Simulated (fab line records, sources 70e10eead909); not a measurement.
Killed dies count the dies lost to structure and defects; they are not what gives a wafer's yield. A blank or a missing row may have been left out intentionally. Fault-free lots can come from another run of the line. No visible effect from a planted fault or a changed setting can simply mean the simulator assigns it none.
Chamber matching ; flow nand harc ; cmp-01 running NHARC_A_CHANNEL_FILL_D1_CMP_10: 4 sister chambers
The step polishes, target thk 150 nm. 4 wafers are shown with their chamber, then 12 later ones without.

## WAFERS PAIRED WITH THEIR CHAMBERS
wafer;chamber;motor current A (A)
L089.5;3;10.8
L090.1;0;13.1
L090.2;2;13.2
L090.6;1;12.8

## WAFERS MISSING THEIR CHAMBER
wafer;motor current A (A)
L091.2;13.0
L091.3;12.4
L091.5;12.8
L093.4;12.6
L093.5;10.7
L093.6;13.0
L096.2;12.7
L096.5;12.6
L096.6;13.1
L097.1;12.8
L097.2;12.5
L097.5;12.2

## CHAMBER TAKEN BY EACH
wafer;from the rows above;in truth
L091.2;can't be placed: 0 or 1 or 2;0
L091.3;can't be placed: 1 or 0 or 2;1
L091.5;can't be placed: 1 or 0 or 2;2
L093.4;can't be placed: 1 or 0 or 2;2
L093.5;3;3
L093.6;can't be placed: 0 or 1 or 2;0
L096.2;can't be placed: 1 or 0 or 2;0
L096.5;can't be placed: 1 or 0 or 2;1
L096.6;can't be placed: 0 or 2 or 1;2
L097.1;can't be placed: 1 or 0 or 2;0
L097.2;can't be placed: 1 or 0 or 2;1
L097.5;can't be placed: 1 or 0 or 2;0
Placed correctly: 1 of 12. Cannot be placed on the basis of these rows: 11; the candidates contain the true chamber in 11. Number placed wrongly: 0.
How it was worked out, from the rows above alone: a wafer's distance from a chamber is the root of the sum, over the readings, of the square of ((its reading less the chamber's mean) divided by the reading's scatter). If the next closest chamber is less than 2 further off than the closest, the wafer can't be placed; otherwise it belongs to the closest. The mean given for a chamber averages the wafers shown for that chamber. The scatter: root of mean squared gap, hidden wafer to nearest shown wafer, with one shown wafer a chamber.
